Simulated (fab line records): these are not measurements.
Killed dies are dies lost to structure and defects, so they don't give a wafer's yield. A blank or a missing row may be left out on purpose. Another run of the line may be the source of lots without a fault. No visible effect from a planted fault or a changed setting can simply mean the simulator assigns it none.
Split-lot study	flow n5 finfet	on a route of 1938 steps: 7 lots, 39 wafers read

== THE SPLIT ==
At N5_HKMG_FIN_DEVELOP_48 (develop time 30 s), the setting develop time s was moved away from the recipe's 30 s on 18 of the 39 wafers read, by -51.1% to +47.8%. This setting was run at the recipe's value on the other wafers.

There is no step in the file separating the split from the reading.

== THE READING ==
cd nm at N5_HKMG_FIN_CD_MEAS_49, given in nm (cd target 202 nm). Fault-free wafers of this fab line usually give 202.0 nm, standard deviation 0.51 nm.

wafer	tool, chamber at the split	develop time s as run, s	against the recipe	cd nm, nm	against lot-mates on the recipe
L076.1	litho track-02, 0	20.22	-32.6%	200.5	-1.7
L076.2	litho track-02, 0	20.22	-32.6%	200.7	-1.5
L076.3	litho track-02, 0	30	recipe	202.0	-
L076.4	litho track-02, 0	20.22	-32.6%	201.0	-1.2
L076.5	litho track-02, 0	30	recipe	202.2	-
L076.6	litho track-02, 0	30	recipe	202.5	-
L080.1	litho track-04, 0	30	recipe	202.3	-
L080.2	litho track-04, 0	30	recipe	201.3	-
L080.3	litho track-04, 0	30	recipe	202.5	-
L085.1	litho track-05, 0	14.66	-51.1%	199.0	-2.8
L085.2	litho track-05, 0	30	recipe	201.9	-
L085.3	litho track-05, 0	30	recipe	202.0	-
L085.4	litho track-05, 0	14.66	-51.1%	198.3	-3.5
L085.5	litho track-05, 0	14.66	-51.1%	198.5	-3.3
L085.6	litho track-05, 0	30	recipe	201.6	-
L088.1	litho track-02, 0	30	recipe	201.7	-
L088.2	litho track-02, 0	30	recipe	201.1	-
L088.3	litho track-02, 0	22.13	-26.2%	200.2	-1.1
L088.4	litho track-02, 0	22.13	-26.2%	200.8	-0.5
L088.5	litho track-02, 0	30	recipe	201.2	-
L088.6	litho track-02, 0	22.13	-26.2%	200.4	-0.9
L091.1	litho track-02, 0	43.44	+44.8%	203.6	+1.3
L091.2	litho track-02, 0	43.44	+44.8%	203.6	+1.3
L091.3	litho track-02, 0	30	recipe	202.3	-
L091.4	litho track-02, 0	30	recipe	202.1	-
L091.5	litho track-02, 0	30	recipe	202.4	-
L091.6	litho track-02, 0	43.44	+44.8%	203.9	+1.6
L093.1	litho track-02, 0	30	recipe	201.7	-
L093.2	litho track-02, 0	44.33	+47.8%	204.2	+2.5
L093.3	litho track-02, 0	30	recipe	201.7	-
L093.4	litho track-02, 0	30	recipe	201.8	-
L093.5	litho track-02, 0	44.33	+47.8%	203.5	+1.8
L093.6	litho track-02, 0	44.33	+47.8%	203.5	+1.8
L094.1	litho track-05, 0	35.67	+18.9%	202.5	+0.6
L094.2	litho track-05, 0	35.67	+18.9%	202.7	+0.8
L094.3	litho track-05, 0	30	recipe	201.7	-
L094.4	litho track-05, 0	35.67	+18.9%	202.0	+0.1
L094.5	litho track-05, 0	30	recipe	202.2	-
L094.6	litho track-05, 0	30	recipe	201.7	-

THE FIT
A straight line over all 39 wafers: cd nm changes by +0.0469 nm for each +1% of develop time s; r = +0.94; the points scatter about the line by 0.46 nm.
The same after taking each lot's own level away (the mean of its wafers on the recipe; 39 wafers): +0.0452 nm for each +1%; r = +0.95; scatter 0.41 nm.
Per that fit: largest develop time s move, reading shift of 2.3 nm.
The lots' own levels span 201.33 to 202.27 nm, that is 1.8 times the standard deviation above.
The two slopes are in agreement: the lot-to-lot level therefore moves the slope only a little.
Check: for one of the wafers moved furthest among these (-51.1%), held out of the fit, the line's prediction against its lot-mates is -2.39 nm. It came out at -2.83 nm against them.

== ADDITIONAL SPLITS CARRIED BY THESE WAFERS ==
Before the reading, these wafers also passed through other splits. Each is held against what the fit with the lots' levels taken away leaves over:
other split on the same wafers	wafers away from the commonest value	r with cd nm (lot level and that fit taken away)
N5_DUMMY_GATE_ETCH_31 target depth a	15	+0.18
N5_SDB_ALD_29 ald cycles	15	-0.06

== THE WHOLE CHAIN: every reading that the file lists as answering this split, in the file's order ==
step	what it does	reading	change (the file's fit)	r (the file's)
N5_HKMG_FIN_CD_MEAS_49	target cd 202 nm	cd nm	+0.0448 nm for each +1% of the setting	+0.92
N5_HKMG_FIN_ETCH_54	etches SiARC in CF4, target depth 45.5 nm, time 75.8 s	HKMG_FIN.cd offset nm (the simulator's own value, which no gauge read)	+0.0456 nm for each +1% of the setting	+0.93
N5_HKMG_FIN_ETCH_58	etches SOC in N2/H2, target depth 215.8 nm, time 741 s	HKMG_FIN.cd offset nm (the simulator's own value, which no gauge read)	+0.0483 nm for each +1% of the setting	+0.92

== FILE'S OWN FIT ==
cd nm changes by +0.0448 nm for each +1% of develop time s, r = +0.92.
